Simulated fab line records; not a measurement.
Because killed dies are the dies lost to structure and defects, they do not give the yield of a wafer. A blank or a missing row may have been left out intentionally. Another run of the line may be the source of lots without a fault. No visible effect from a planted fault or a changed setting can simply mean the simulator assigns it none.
Matching of chambers ; flow nand harc ; NHARC_A_CHANNEL_HOLE_D1_ETCH_16 on rie diel-06 has 4 sister chambers
The step etches the open film in O2/COS, target depth 3100 nm, time 806 s. 8 wafers are shown with their chamber, then 7 later ones without.

## WAFERS, EACH WITH ITS CHAMBER
wafer;chamber;drypump motor current A (A);showerhead plenum p Torr (Torr)
L483.6;2;5.0;2.99
L496.2;0;5.6;3.09
L496.6;3;5.0;3.01
L497.1;0;5.6;3.09
L497.2;1;6.2;2.91
L497.4;2;5.0;2.98
L498.3;1;6.2;2.91
L498.4;3;5.1;3.01

## WAFERS WITH NO CHAMBER GIVEN
wafer;drypump motor current A (A);showerhead plenum p Torr (Torr)
L498.5;5.6;3.09
L500.2;5.6;3.09
L500.3;6.2;2.90
L500.4;5.1;3.01
L499.2;5.0;2.98
L499.3;6.2;2.90
L499.5;6.2;2.90

## WHICH CHAMBER EACH WENT THROUGH
wafer;from the rows above;in truth
L498.5;0;0
L500.2;0;0
L500.3;1;1
L500.4;3;3
L499.2;2;2
L499.3;1;1
L499.5;1;1
Correctly placed: 7 of 7. Not placeable from these rows: 0. Wrongly placed: 0.
How it was worked out, from the rows above alone: a wafer's distance from a chamber is the root of the sum, over the readings, of the square of ((its reading less the chamber's mean) divided by the reading's scatter). If the next closest chamber is less than 2 further off than the closest, the wafer can't be placed; otherwise it belongs to the closest. The mean given for a chamber averages the wafers shown for that chamber. The scatter: the root of (the sum of the squares of (reading less its chamber's mean) over the shown wafers, divided by (wafers less chambers)).
